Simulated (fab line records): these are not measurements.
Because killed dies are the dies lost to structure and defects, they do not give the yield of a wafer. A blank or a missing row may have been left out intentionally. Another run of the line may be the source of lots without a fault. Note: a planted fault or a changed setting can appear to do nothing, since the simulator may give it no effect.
Chamber matching | flow n5-finfet | 4 sister chambers for N5_BEOL_M14_DESCUM_15 on rie-diel-03
The step chemistry O2, time 7.9 s. 18 wafers are shown with their chamber, then 9 later ones without.

== WAFERS WITH THEIR CHAMBER ==
wafer  | chamber | drypump-motor-current-A (A) | showerhead-plenum-p-Torr (Torr) | throttle-valve-pct (%)
L075.3 | 0       | 5.2                         | 1.97                            | 20.39
L075.4 | 1       | 5.9                         | 2.15                            | 20.15
L075.6 | 2       | 5.8                         | 2.24                            | 20.52
L082.1 | 1       | 5.8                         | 2.15                            | 20.15
L082.4 | 2       | 5.8                         | 2.24                            | 20.55
L082.5 | 1       | 5.8                         | 2.15                            | 20.15
L081.1 | 3       | 5.8                         | 2.12                            | 20.71
L081.3 | 2       | 5.8                         | 2.24                            | 20.55
L081.6 | 0       | 5.2                         | 1.97                            | 20.38
L084.2 | 3       | 5.8                         | 2.11                            | 20.73
L084.5 | 3       | 5.8                         | 2.11                            | 20.72
L084.6 | 0       | 5.2                         | 1.97                            | 20.40
L089.1 | 0       | 5.2                         | 1.96                            | 20.42
L089.3 | 2       | 5.8                         | 2.23                            | 20.56
L089.5 | 0       | 5.2                         | 1.96                            | 20.41
L088.1 | 1       | 5.8                         | 2.14                            | 20.19
L088.2 | 3       | 5.8                         | 2.11                            | 20.74
L088.3 | 0       | 5.2                         | 1.96                            | 20.42

SIGNATURES, as means of the wafers listed above
reading                  | chamber 0 | chamber 1 | chamber 2 | chamber 3 | scatter within a chamber
drypump-motor-current-A  | 5.200     | 5.825     | 5.800     | 5.800     | 0.0231
showerhead-plenum-p-Torr | 1.9650    | 2.1475    | 2.2375    | 2.1125    | 0.00518
throttle-valve-pct       | 20.4033   | 20.1600   | 20.5450   | 20.7250   | 0.0168
Rule: for a wafer and a chamber, the distance is found by dividing, reading by reading, the gap between the wafer's reading and the chamber's mean by the reading's scatter, squaring, summing and taking the root. The wafer belongs to the nearest chamber; if the next one is less than 2 further off, it can't be placed. The scatter: the root of (the sum of the squares of (reading less its chamber's mean) over the shown wafers, divided by (wafers less chambers)).

== WAFERS WITH NO CHAMBER GIVEN ==
wafer  | drypump-motor-current-A (A) | showerhead-plenum-p-Torr (Torr) | throttle-valve-pct (%)
L087.3 | 5.8                         | 2.11                            | 20.74
L087.4 | 5.9                         | 2.14                            | 20.17
L087.5 | 5.8                         | 2.23                            | 20.58
L090.1 | 5.8                         | 2.23                            | 20.58
L090.2 | 5.8                         | 2.11                            | 20.75
L090.6 | 5.8                         | 2.11                            | 20.76
L092.2 | 5.8                         | 2.23                            | 20.59
L092.4 | 5.2                         | 2.22                            | 19.99
L092.6 | 5.8                         | 2.23                            | 20.60

== WHICH CHAMBER EACH WENT THROUGH ==
wafer  | from the rows above | in truth
L087.3 | 3                   | 3
L087.4 | 1                   | 1
L087.5 | 2                   | 2
L090.1 | 2                   | 2
L090.2 | 3                   | 3
L090.6 | 3                   | 3
L092.2 | 2                   | 2
L092.4 | 1                   | 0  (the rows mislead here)
L092.6 | 2                   | 2
Correct placement for 8 of the 9. Can't be placed from these rows: 0. Placed wrongly: 1.
